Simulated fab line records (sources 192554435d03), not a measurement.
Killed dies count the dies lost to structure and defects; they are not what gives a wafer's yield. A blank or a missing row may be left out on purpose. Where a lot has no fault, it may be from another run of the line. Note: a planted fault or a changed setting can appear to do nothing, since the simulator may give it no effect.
Comparing a struck lot with a sound one	flow n5 finfet	15 steps out of a route of 1938
Sound: wafers L694.1, L694.2, L694.3. Struck: wafer L697.3. (L697.1, L697.6 of the same lot were not struck and are left out.) The cause comes at the end.
At each step with rows: each side's tool, then ch and its chambers, then its first start. Under that, the readings that differ: sound wafers	struck wafers	difference of the means	sigmas: that difference in standard deviations of wafers without a fault.
alike: words and numbers the same on both sides, and readings whose means are apart by under 2 such deviations; not compared: readings that were withheld, readings missing a value for some wafer, numbers with overlapping values and no deviation given by the record, and bounds like >300 which may hide the same value.
A row with sigmas, a row that says differs or no value, or rows on one side alone: a step with any of these is where the two part. Non-overlapping numbers with no deviation appear without sigmas and do not part them. A reading missing from all wafers of one side parts the sides only when that side holds two or more wafers.

N5_BEOL_M2_SPUTTER_90: material Cu, target thk 4.5 nm, time 8.29 s.
  struck on pvd sputter-01, day 7 10:50; sound on pvd sputter-03, day 6 19:34
  alike: throttle valve pct
N5_BEOL_M2_ANNEAL_91: time 240 s.
  struck on pvd sputter-01, day 7 10:55; sound on pvd sputter-03, day 6 19:38
  alike: heater power w
then, 4 steps without rows for these wafers: N5_BEOL_M2_SPUTTER_92 (material Cu, target thk 4.5 nm, time 8.29 s); N5_BEOL_M2_ANNEAL_93 (time 240 s); N5_BEOL_M2_SPUTTER_94 (material Cu, target thk 4.5 nm, time 8.29 s); N5_BEOL_M2_ANNEAL_95 (time 240 s).
N5_BEOL_M2_SPUTTER_96: material Cu, target thk 4.5 nm, time 8.29 s.
  struck on pvd sputter-01, day 7 11:30; sound on pvd sputter-03, day 6 20:13
  alike: throttle valve pct
then, 2 steps without rows for these wafers: N5_BEOL_M2_ECD_50 (material Cu, target thk 300 nm); N5_BEOL_M2_ANNEAL_51 (time 90 s).
N5_BEOL_M2_CMP_52: polishes, stops on SiOC, t overpolish 6.8 s, target thk 40 nm.
  sound on cmp-03 ch 0,1,3, day 6 20:49; struck on cmp-02 ch 0, day 7 12:04
  alike: barrier field endpoint s, clearing platen down force psi, edge zone pressure frac, motor current A, overpolish run s, time to endpoint s
N5_BEOL_M2_THK_MEAS_53: measures by xrf.
  struck on film metro-02, day 7 12:17; sound on film metro-01, day 6 21:07
  alike: M2_THK
N5_BEOL_M2_PRE_CLEAN_60: time 15 s.
  sound on cvd co-01 ch 0,1,2, day 6 21:09; struck on cvd co-01 ch 2, day 7 12:19
  alike: heater power w
N5_BEOL_M2_CO_CAP_55: material Co, precursor CCTBA/H2, target thk 2 nm, time 102.1 s.
  sound on cvd co-01 ch 0,1,2, day 6 21:11; struck on cvd co-01 ch 2, day 7 12:22
reading	sound	struck	difference	sigmas
run length s (s)	125.5 124.7 126.1	79.9	-45.5	-77
model.Co_of_BEOL_M2_CO_CAP_55.thk nm (nm)	2.2 2 2	1.4	-0.7	
  alike: heater power w
then, 1 step without rows for these wafers: N5_BEOL_M2_PRE_CLEAN_56 (time 15 s).
N5_BEOL_M4_RC_MEAS_101:
  sound on prober-01 ch 0, day 7 14:26; struck on prober-01 ch 0, day 8 09:23
  alike: DIBL_N, DIBL_P, IOFF_N, IOFF_P, ION_N, ION_P, SS_N, SS_P, VT_N, VT_P

WHERE THEY PART
N5_BEOL_M2_CO_CAP_55 only, going by this record. Later steps at which nothing parts them and some readings are alike: N5_BEOL_M4_RC_MEAS_101.

WHY: what the simulator had put in
cvd co-01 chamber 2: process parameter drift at N5_BEOL_M2_CO_CAP_55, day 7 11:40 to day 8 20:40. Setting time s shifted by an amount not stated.
